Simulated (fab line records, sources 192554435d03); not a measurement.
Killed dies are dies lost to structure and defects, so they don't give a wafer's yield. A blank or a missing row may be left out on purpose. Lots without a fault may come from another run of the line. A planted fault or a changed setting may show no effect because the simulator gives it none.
fab line records | flow n5_finfet
record lots=3 wafers=9 last_day=19
route steps=1938 shown BEOL_M0@742 BEOL_M1@751 BEOL_M4@1111 PASSIVATION@1936
lots that met no fault: from a run of the same line without faults
start_h: hours from the record's first day to the start of the lot's first wafer shown | wait_h: hours since the lot's step before | " the same as in the row above | L1.1+2: a row that stands for several wafers | - no value, or no start given | * or withheld: withheld | < > ~ a bound
route shown NAME@n: a module of which the file shows steps, and the number in the route of the first | usual: mean/standard deviation of fault-free wafers | same: alike in all rows | chamber/n: place in a boat | sites: the reading at each site | _std_site: their standard deviation | _edge_site: outer sites' mean less inner sites' | radius_mm: how far each site lies from the wafer's centre | mask NAME#n: copy n | behind: the tool/chamber that last shaped the wafer | hold: why the lot was held/for how many hours/how that ended | device: the transistor (n, p or np) that didn't switch | end of line: the same wafers' tests at the end of the route | a step without rows: its recipe alone | killed: dies lost to structure and defects at the first sort, not the wafer's yield | map: a wafer's dies, x killed, . not, _ none there
set.NAME: the setting as run; set.NAME@STEP: as run at that earlier step | model.NAME: the simulator's own value behind a step, which no gauge read
lots at some steps of the route; a table a step, a row a wafer
## steps
# step N5_BEOL_M0_ANNEAL_119
# recipe temp_c=225 time_s=90 ambient=N2
# step N5_BEOL_M0_CMP_120
# recipe stop_on=SiOC t_overpolish_s=6.9 down_force_psi=1 platen_rpm=50 clearing_platen_down_force_psi=1.5 clearing_platen_rpm=50 post_cmp_clean=cu_alkaline clearing_platen_pad_velocity_m_s=0.99484 pad_velocity_m_s=0.99484
# step N5_BEOL_M0_PRE_CLEAN_131
# recipe gas=NH3/H2 time_s=15 temp_c=* rf_power_w=300
# step N5_BEOL_M0_CO_CAP_123
# recipe material=Co target_thk_a=20 temp_c=200 precursor=CCTBA/H2 pressure_torr=30 time_s=102.1
# step N5_BEOL_M0_PRE_CLEAN_124
# recipe gas=NH3 time_s=15 temp_c=withheld rf_power_w=300
# step N5_BEOL_M0_DEP_125
# recipe material=SiCN target_thk_a=80 temp_c=withheld precursor=3MS/NH3 pressure_torr=3 rf_w=202 time_s=14
# step N5_BEOL_M1_ILD_DEP_00
# recipe material=SiOC target_thk_a=790 temp_c=350 precursor=DEMS/O2 pressure_torr=5 rf_w=500 time_s=15.3
# step N5_BEOL_M1_PECVD_72
# recipe material=SiO2 target_thk_a=160 temp_c=400 precursor=TEOS/O2 pressure_torr=5.5 rf_w=450 teos_flow_sccm=53.8 gas=O2 flow_sccm=3000 time_s=18
# step N5_BEOL_M1_HM_DEP_02
# recipe material=TiN target_thk_a=200 temp_c=25 chamber_pressure_pa=0.49996
# usual substrate_temp_c=24.99/0.099 throttle_valve_pct=29.3/1.1
# columns lot.wafer tool chamber start_h wait_h substrate_temp_c throttle_valve_pct
L185.3 pvd_sputter-03 - 194.32 1.8 25.13 30.0
L185.4 " - " " 24.96 29.8
L185.5 " - " " 24.97 29.2
L191.1 pvd_sputter-03 - 218.88 0.5 25.15 30.2
L191.3 " - " " 24.93 29.4
L191.6 " - " " 25.05 29.0
L197.1 pvd_sputter-02 - 255.13 2.7 24.96 30.4
L197.3 " - " " 24.96 26.9
L197.5 " - " " 25.07 26.8
# step N5_BEOL_M1_COAT_61
# recipe resist=SOC temp_c=250 time_s=60 spin_rpm=1500 resist_thk_nm=60
# step N5_BEOL_M1_COAT_62
# recipe resist=SiARC temp_c=220 time_s=60 spin_rpm=1500 resist_thk_nm=12
# step N5_BEOL_M1_COAT_73
# recipe resist=underlayer temp_c=205 time_s=60 spin_rpm=1500 resist_thk_nm=5
# step N5_BEOL_M1_COAT_05
# recipe resist=CAR-EUV spin_rpm=1500 resist_thk_nm=30
# step N5_BEOL_M1_EBR_07
# recipe solvent=PGMEA ebr_width_mm=1.5
# step N5_BEOL_M1_SOFTBAKE_06
# recipe temp_c=110 time_s=60 resist=CAR-EUV
# step N5_BEOL_M1_EXPOSE_08
# recipe mask_id=M1 na=0.33 source_shape=dipole sigma_inner=0.369 sigma_outer=0.767 polarization=unpolarized dose_mj=33
# step N5_BEOL_M1_PEB_09
# recipe peb_temp_c=100 peb_time_s=60 resist=CAR-EUV
# step N5_BEOL_M1_DEVELOP_10
# recipe develop_time_s=30 developer=TMAH resist=CAR-EUV rinse_liquid=surfactant_rinse dry=air_spin dev_temp_c=23
# step N5_BEOL_M1_INSPECT_13
# recipe mode=adi inspect_instrument=brightfield
# usual raw_defect_count=408/93
# columns lot.wafer tool chamber start_h wait_h raw_defect_count
L185.3 defect_inspect-01 - 194.80 0.0 439
L185.4 " - " " 365
L185.5 " - " " 326
L191.1 defect_inspect-01 - 219.48 0.1 534
L191.3 " - " " 525
L191.6 " - " " 871
L197.1 defect_inspect-01 - 255.76 0.1 341
L197.3 " - " " 425
L197.5 " - " " 349
# step N5_BEOL_M1_DESCUM_16
# recipe chemistry=O2 time_s=7 source_power_w=50 bias_power_w=20 pressure_mtorr=20 rf_frequency_hz=2.712e+07 temp_c=40 resist=CAR-EUV o2_flow_sccm=225
# step N5_BEOL_M1_ETCH_74
# recipe chemistry=N2/H2 target=underlayer target_depth_a=65 mask_material=CAR-EUV time_s=5.2 ion_energy_ev=200 pressure_mtorr=30 source_w=840 bias_w=150 n2_flow_sccm=200 h2_flow_sccm=200 ends=cleared
# step N5_BEOL_M1_ETCH_63
# recipe chemistry=CF4 target=SiARC target_depth_a=156 mask_material=CAR-EUV time_s=26 ion_energy_ev=80 pressure_mtorr=40 source_w=545 bias_w=36 Ar_flow_sccm=100 cf4_flow_sccm=100 ends=cleared
# step N5_BEOL_M1_ETCH_64
# recipe chemistry=N2/H2 target=SOC target_depth_a=750 overetch_a=150 mask_material=SiARC temp_c=40 time_s=112.5 ion_energy_ev=200 pressure_mtorr=30 source_w=840 bias_w=150 n2_flow_sccm=200 h2_flow_sccm=200
# step N5_BEOL_M1_STRIP_65
# recipe chemistry=N2/H2 temp_c=40 n2_flow_sccm=200 h2_flow_sccm=200 rf_frequency_hz=6e+07
# step N5_BEOL_M1_STRIP_75
# recipe chemistry=N2/H2 temp_c=40 n2_flow_sccm=200 h2_flow_sccm=200 rf_frequency_hz=6e+07
# step N5_BEOL_M1_STRIP_66
# recipe chemistry=CF4 resist=SiARC power_w=300 bias_power_w=75 pressure_mtorr=50 cf4_flow_sccm=150 rf_frequency_hz=6e+07
# step N5_BEOL_M1_HM_OPEN_17
# recipe chemistry=Cl2/BCl3 target_depth_a=200 overetch_a=60 target=TiN mask_material=SOC ion_energy_ev=150 pressure_mtorr=10 icp_w=1000 bias_w=126 Cl2_flow_sccm=53.25 bcl3_flow_sccm=21.75 Ar_flow_sccm=25
# step N5_BEOL_M1_STRIP_19
# recipe chemistry=O2 power_w=400 temp_c=40 pressure_mtorr=30 rf_frequency_hz=6e+07 bias_power_w=0 overash_fraction=0.2 o2_flow_sccm=225
# step N5_BEOL_M1_COAT_67
# recipe resist=SOC temp_c=250 time_s=60 spin_rpm=1500 resist_thk_nm=60
# step N5_BEOL_M1_COAT_68
# recipe resist=SiARC temp_c=220 time_s=60 spin_rpm=1500 resist_thk_nm=12
# step N5_BEOL_M1_COAT_76
# recipe resist=underlayer temp_c=205 time_s=60 spin_rpm=1500 resist_thk_nm=5
# step N5_BEOL_M1_COAT_22
# recipe resist=CAR-EUV spin_rpm=1500 resist_thk_nm=30
# step N5_BEOL_M1_EBR_24
# recipe solvent=PGMEA ebr_width_mm=1.5
# step N5_BEOL_M1_SOFTBAKE_23
# recipe temp_c=110 time_s=60 resist=CAR-EUV
# step N5_BEOL_M1_EXPOSE_25
# recipe mask_id=V0 na=0.33 source_shape=quasar sigma_inner=0.2 sigma_outer=0.8 polarization=unpolarized defocus_nm=5 target_cd_nm=24 dose_mj=63
# step N5_BEOL_M1_INSPECT_30
# recipe mode=adi inspect_instrument=brightfield
# usual raw_defect_count=406/97
# columns lot.wafer tool chamber start_h wait_h raw_defect_count
L185.3 defect_inspect-02 - 195.84 0.0 416
L185.4 " - " " 332
L185.5 " - " " 300
L191.1 defect_inspect-02 - 220.36 0.1 533
L191.3 " - " " 503
L191.6 " - " " 837
L197.1 defect_inspect-01 - 256.73 0.1 324
L197.3 " - " " 417
L197.5 " - " " 348
# step N5_BEOL_M4_RC_MEAS_101
# usual DIBL_N=36.8/1.9 DIBL_P=36.5/2.1 IOFF_N=0.17/0.038 IOFF_P=0.22/0.039 ION_N=675/12 ION_P=463/7.4 SS_N=71.6/0.71 SS_P=73.4/0.72 VT_N=249/3.3 VT_P=-250/3.3
# columns lot.wafer tool chamber start_h wait_h DIBL_N[mV/V] DIBL_P[mV/V] IOFF_N[nA/um] IOFF_P[nA/um] ION_N[uA/um] ION_P[uA/um] SS_N[mV/dec] SS_P[mV/dec] VT_N[mV] VT_P[mV]
L185.3 prober-01 0 245.98 0.3 37.4 36.8 0.17 0.22 679 466 71.2 73.3 251 -250
L185.4 " 0 " " 35.2 34.8 0.14 0.20 677 472 70.9 73.0 253 -248
L185.5 " 0 " " 36.9 36.2 0.16 0.21 659 456 71.3 72.6 250 -248
L191.1 prober-02 0 292.59 0.0 39.5 39.6 0.21 0.24 702 472 72.0 74.3 246 -251
L191.3 " 0 " " 36.5 36.2 0.15 0.19 670 456 71.6 73.7 253 -252
L191.6 " 0 " " 37.9 37.8 0.16 0.21 687 465 72.2 74.1 250 -251
L197.1 prober-01 0 332.91 0.0 36.1 34.4 0.12 0.19 657 457 71.6 72.0 255 -252
L197.3 " 0 " " 37.9 36.8 0.16 0.23 669 467 71.6 73.1 250 -249
L197.5 " 0 " " 38.9 38.2 0.19 0.25 690 467 72.1 73.6 249 -247
# step N5_PASSIVATION_PROBE_49
# usual defect_limited_yield=91.3/1.4 killed_at_M0_to_M3=33/11 killed_at_M4_up=15/6.2 killed_at_contacts=13/6.5 killed_at_front_end=38/11 killed_at_other=3.4/2.6 killed_dies=102/17 killed_open=67/12 killed_short=34/7.9 sort_bin_5_function=5.1/0.88 sort_bin_6_memory=3.3/0.65 sort_n_pass=1078/17 sort_yield_pct=91.3/1.4
# same gross_dies=1180 killed_at_back_side=0 sort_bin_4_leakage[%]=0 sort_bin_8_speed[%]=0
# columns lot.wafer tool chamber start_h wait_h defect_limited_yield[%] killed_at_M0_to_M3 killed_at_M4_up killed_at_contacts killed_at_front_end killed_at_other killed_dies killed_open killed_short sort_bin_5_function[%] sort_bin_6_memory[%] sort_n_pass sort_yield_pct[%]
L185.3 prober-02 - 346.76 0.1 91.0 26 26 14 33 7 106 66 39 4.9 4.1 1074 91.0
L185.4 prober-02 - 346.81 0.2 90.4 30 14 13 53 3 113 66 47 6.2 3.2 1067 90.4
L185.5 prober-02 - 346.86 0.2 91.2 38 26 6 34 0 104 71 32 5.3 3.3 1076 91.2
L191.1 prober-02 - 392.52 0.0 90.8 33 24 14 30 7 108 71 35 5.3 3.5 1072 90.8
L191.3 prober-02 - 392.62 0.1 91.3 18 25 18 38 4 103 74 28 4.7 3.9 1077 91.3
L191.6 prober-02 - 392.77 0.3 82.9 121 23 12 45 1 202 59 30 10.6 5.0 978 82.9
L197.1 prober-01 - 449.93 0.0 90.8 33 12 14 43 7 109 65 43 5.8 3.0 1071 90.8
L197.3 prober-01 - 450.03 0.1 90.1 57 14 3 38 5 117 70 47 6.3 3.1 1063 90.1
L197.5 prober-01 - 450.13 0.2 91.3 28 17 8 42 8 103 65 38 5.3 3.3 1077 91.3
# killed by level:class
L185.3 MOL_CONTACT_COAG:geometric_particle:open=13 FIN_SAQP:geometric_particle:short=10 BEOL_M4:geometric_particle:open=10 BEOL_M1:geometric_particle:open=9 BEOL_M5:geometric_particle:open=5 BEOL_M2:geometric_particle:open=4 BEOL_M4:geometric_particle:short=4 FIN_SAQP:geometric_particle:open=3
L185.4 FIN_SAQP:geometric_particle:short=20 FIN_SAQP:geometric_particle:open=13 MOL_CONTACT_COAG:geometric_particle:open=10 BEOL_M1:geometric_particle:short=8 BEOL_M1:geometric_particle:open=8 GATE_CUT:geometric_particle:open=4 BEOL_M0_SAQP:geometric_particle:open=4 DUMMY_GATE:geometric_particle:open=3
L185.5 BEOL_M4:geometric_particle:open=15 FIN_SAQP:geometric_particle:open=13 BEOL_M1:geometric_particle:open=13 FIN_SAQP:geometric_particle:short=7 BEOL_M1:geometric_particle:short=7 BEOL_M2:geometric_particle:open=7 MOL_CONTACT_COAG:geometric_particle:open=5 STI_FIN_REVEAL:geometric_particle:open=4
L191.1 BEOL_M4:geometric_particle:open=13 MOL_CONTACT_COAG:geometric_particle:open=12 BEOL_M2:geometric_particle:open=11 GATE_CUT:geometric_particle:open=5 BEOL_M1:geometric_particle:open=5 BEOL_M4:geometric_particle:short=5 BEOL_M0_SAQP:geometric_particle:open=4 FIN_SAQP:geometric_particle:short=4
L191.3 MOL_CONTACT_COAG:geometric_particle:open=17 BEOL_M4:geometric_particle:open=15 GATE_CUT:geometric_particle:short=11 BEOL_M2:geometric_particle:open=11 GATE_CUT:geometric_particle:open=7 FIN_SAQP:geometric_particle:short=4 FIN_SAQP:geometric_particle:open=4 BEOL_M4:geometric_particle:short=4
L191.6 BEOL_M1:unspecified=111 BEOL_M4:geometric_particle:open=14 MOL_CONTACT_COAG:geometric_particle:open=12 STI_FIN_REVEAL:geometric_particle:open=9 FIN_SAQP:geometric_particle:short=7 BEOL_M0_SAQP:geometric_particle:short=7 GATE_CUT:geometric_particle:short=5 FIN_SAQP:geometric_particle:open=4
L197.1 FIN_SAQP:geometric_particle:short=15 MOL_CONTACT_COAG:geometric_particle:open=12 BEOL_M2:geometric_particle:open=8 GATE_CUT:geometric_particle:short=6 BEOL_M0_SAQP:geometric_particle:open=6 BEOL_M1:geometric_particle:open=6 FIN_SAQP:geometric_particle:open=5 BEOL_M3:geometric_particle:open=4
L197.3 BEOL_M0_SAQP:geometric_particle:open=13 FIN_SAQP:geometric_particle:short=12 BEOL_M0_SAQP:geometric_particle:short=10 BEOL_M2:geometric_particle:open=8 BEOL_M4:geometric_particle:open=6 DUMMY_GATE:geometric_particle:open=6 BEOL_M1:geometric_particle:open=6 BEOL_M3:geometric_particle:open=6
L197.5 FIN_SAQP:geometric_particle:short=12 BEOL_M4:geometric_particle:open=8 MOL_CONTACT_COAG:geometric_particle:open=7 STI_FIN_REVEAL:geometric_particle:open=6 GATE_CUT:geometric_particle:short=5 BEOL_M2:geometric_particle:open=5 FIN_SAQP:geometric_particle:open=4 GATE_CUT:geometric_particle:open=4
# map L191.6 (x killed, . not)
_________________............________________
______________.....x......x....._____________
___________........x.....x.........__________
__________......x.......x..........._________
________..............x..............._______
_______...x...x........x......x........______
______.......x.x...........x..x........._____
_____xx.x.....x..........................____
____x......x...x..........................___
___.....xx..x.......................x......__
___.x.xxxxxxx..x.........xxx...............__
__.x.x.x.xxx................................_
__...xxxxxxxxx..x.xx...x...................._
_..x.xxxxxxxxxxx.............................
_xx.xxxxxxxxxxxxx............x..........x....
_xxxxxxxxxxxxxxx..x.......x......x....x......
_.x..xxxxxxxxxxx..x..............x.......x...
_.x..xxxxxxxxxx............x............x....
_.xxx.x.xxxxxx......x.x......x............x.x
_.....xx.xxx.x.x...................x.........
_.......x.x......x...........................
__...................x........x.x..........._
__......x................xx..............x.._
___..xx.............................x......__
___........x....x..x....x..................__
____.......x...........x.........x........___
_____....x..................x............____
______x............x.x.................._____
_______.....x.....x.......x...x........______
________...x.........x....xx....xx...x_______
__________..x.x.........x...x......._________
___________xx.............xx...x...__________
______________.................._____________
_________________x...........________________
# map L185.4 (x killed, . not)
_________________......x.x...________________
______________..x..x............_____________
___________.................x......__________
__________xx.x......x......x........_________
________..x............x......x......._______
_______.....x..............x...x....xx.______
______.................................._____
_____..........x.x..............x.x....x.____
____.xxx....x.....................x.......___
___.................xx............x........__
___..x...x...............x...x.............__
__.....x...xx..............................x_
__.................x...........xx...x......._
_..x..x..............x.......................
_.............x...............x..............
_.......x.............x.....x...............x
_....x..........x..x.........................
_x.....................x.....x...............
_.........x......x.x..x........x.......x...x.
_.x...........xxx.x..x........x..............
_..........................................xx
__....xx......xx...x..x..x............xx...._
__.xx....x.....................x.x.........._
___...........................x............__
___.......xx.......................x.......__
____.........................xx.x.........___
_____.............x.......x..............____
______x................x.............x.._____
_______...................x...x.x......______
________.x.......x...................._______
__________.x...x...........x........_________
___________.x..............x..x....__________
______________.................x_____________
_________________....x.......________________
## key
first_sign step=N5_BEOL_M1_INSPECT_13 reading=raw_defect_count direction=up sigmas=5 usual=408 struck=871
effect step=N5_BEOL_M1_INSPECT_30 reading=raw_defect_count direction=up sigmas=4.4 usual=406 struck=837
effect step=N5_PASSIVATION_PROBE_49 reading=killed_at_M0_to_M3 direction=up sigmas=8.3 usual=33 struck=121
more_kills_born_at N5_BEOL_M1_HM_DEP_02@pvd_sputter-03=111
met_at N5_BEOL_M1_HM_DEP_02
struck_wafers L191.6
onset_between 194.32 218.88
fault kind=chamber_particle_source tool=pvd_sputter-03 chamber=- onset_h=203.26 steps=N5_BEOL_M1_HM_DEP_02 rate_per_visit_cm2=0.49809 end_h=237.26 scope=struck_wafers_only
